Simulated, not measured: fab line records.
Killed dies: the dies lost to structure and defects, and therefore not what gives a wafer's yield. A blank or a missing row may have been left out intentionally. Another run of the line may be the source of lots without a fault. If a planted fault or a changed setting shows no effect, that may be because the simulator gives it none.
A lot that was struck, set against a sound lot + flow n5Finfet + 16 steps out of a route of 1938
Sound: wafers L461.1, L461.2, L461.3. Struck: wafer L475.3 (left out: L475.4, L475.5 of the same lot, which were not struck); the cause appears at the end.
For every step that has rows: the tool of each side, followed by ch and its chambers, followed by its first start. Under that, the readings that differ: sound wafers + struck wafers + difference of the means + sigmas: that difference in standard deviations of wafers without a fault.
alike: a reading whose means differ by less than 2 such deviations, as well as words and numbers matching on both sides. not compared: withheld readings; readings where some wafer has no value; bounds like >300 that might hide an equal value; numbers whose values overlap and for which the record gives no deviation.
A row with sigmas, a row that says differs or no value, or rows on one side alone: a step with any of these is where the two part. Numbers that don't overlap but have no deviation are shown without sigmas and don't part them. A reading missing from all wafers of one side parts the sides only when that side holds two or more wafers.

first, 5 steps without rows for these wafers: N5_BEOL_M0_CUTY_EBR_52; N5_BEOL_M0_CUTY_SOFTBAKE_53 (time 60 s); N5_BEOL_M0_CUTY_EXPOSE_54 (exposes mask M0 ABLK); N5_BEOL_M0_CUTY_PEB_55 (peb time 60 s); N5_BEOL_M0_CUTY_DEVELOP_56 (develop time 30 s).
N5_BEOL_M0_CUTY_CD_MEAS_57 targets a cd of 200 nm.
  sound on cdSem-01 ch 0, day 6 18:04; struck on cdSem-01 ch 0, day 10 07:08
  alike: cdNm
N5_BEOL_M0_CUTY_OVL_MEAS_58:
  sound on overlay-01 ch 0, day 6 18:06; struck on overlay-02 ch 0, day 10 07:10
  alike: M0_ABLK_OVL
N5_BEOL_M0_CUTY_INSPECT_59: inspects for defects (macro).
  sound: defectInspect-01 at day 6 18:08; struck: defectInspect-01 at day 10 07:11
  alike: rawDefectCount
N5_BEOL_M0_CUTY_DESCUM_61: chemistry O2, time 7.9 s.
  sound on rieDiel-04 ch 1,2,3, day 6 18:10; struck on rieDiel-04 ch 2, day 10 07:14
  alike: drypumpMotorCurrentA, oesProductAu, rfVppV, showerheadPlenumPTorr, throttleValvePct
  not compared: rfHoursCounterH
N5_BEOL_M0_CUTY_ETCH_62: etches SiARC in CF4, time 58.5 s.
  sound on rieDiel-04 ch 1,2,3, day 6 18:12; struck on rieDiel-04 ch 2, day 10 07:17
  alike: drypumpMotorCurrentA, etchRfOnTimeS, oesProductAu, rfVppV, showerheadPlenumPTorr, throttleValvePct
  not compared: rfHoursCounterH
N5_BEOL_M0_CUTY_ETCH_63: etches SOC in N2/H2, target depth 82.7 nm, overetch 16.5 nm, time 124 s.
  sound on rieDiel-04 ch 1,2,3, day 6 18:14; struck on rieDiel-04 ch 2, day 10 07:19
  alike: drypumpMotorCurrentA, oesProductAu, rfVppV, showerheadPlenumPTorr, throttleValvePct
  not compared: rfHoursCounterH
then, 1 step without rows for these wafers: N5_BEOL_M0_CUTY_STRIP_64 (strips in N2/H2).
N5_BEOL_M0_ETCH_138: etches SiCN in CH3F/O2, target depth 12 nm, time 31.6 s.
  sound on rieDiel-04 ch 1,2,3, day 6 18:22; struck on rieDiel-04 ch 2, day 10 07:27
| reading             | sound          | struck | difference | sigmas |
|---------------------|----------------|--------|------------|--------|
| etchRfOnTimeS (s)   | 27.8 27.1 26.6 | 18.7   | -8.5       | -7     |
| oesProductAu (a.u.) | 0.60 0.75 0.80 | 0.97   | +0.25      | +3     |
  alike: CH3F_flow_sccm, drypumpMotorCurrentA, rfVppV, showerheadPlenumPTorr, throttleValvePct
  not compared: rfHoursCounterH
N5_BEOL_M0_HM_OPEN_105: chemistry Cl2/BCl3, target TiN, target depth 12 nm.
  sound on rieMetal-02 ch 0,1, day 6 18:28; struck on rieMetal-03 ch 0, day 10 08:32
  alike: drypumpMotorCurrentA, oesProductAu, throttleValvePct
  not compared: rfHoursCounterH
N5_BEOL_M4_RC_MEAS_101:
  sound on prober-01 ch 0, day 8 14:11; struck on prober-02 ch 0, day 12 06:10
  alike: DIBL_N, DIBL_P, IOFF_N, IOFF_P, ION_N, ION_P, SS_N, SS_P, VT_N, VT_P
-- the record jumps here: 4 days lie between the struck wafers' starts before and after (it left off in module BEOL_M4 and takes up again in module PASSIVATION, whose first step shown is number 1936 of the route) --
N5_PASSIVATION_PROBE_49:
  record: rows for the struck wafers here (prober-01, day 16 05:17), none for the sound ones

WHERE THEY PART
Last at N5_PASSIVATION_PROBE_49 as far as this record goes, first at N5_BEOL_M0_ETCH_138.

WHY: what had been put in by the simulator
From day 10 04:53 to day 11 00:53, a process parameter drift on rieDiel-04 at N5_BEOL_M0_ETCH_138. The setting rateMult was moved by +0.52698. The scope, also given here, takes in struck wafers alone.
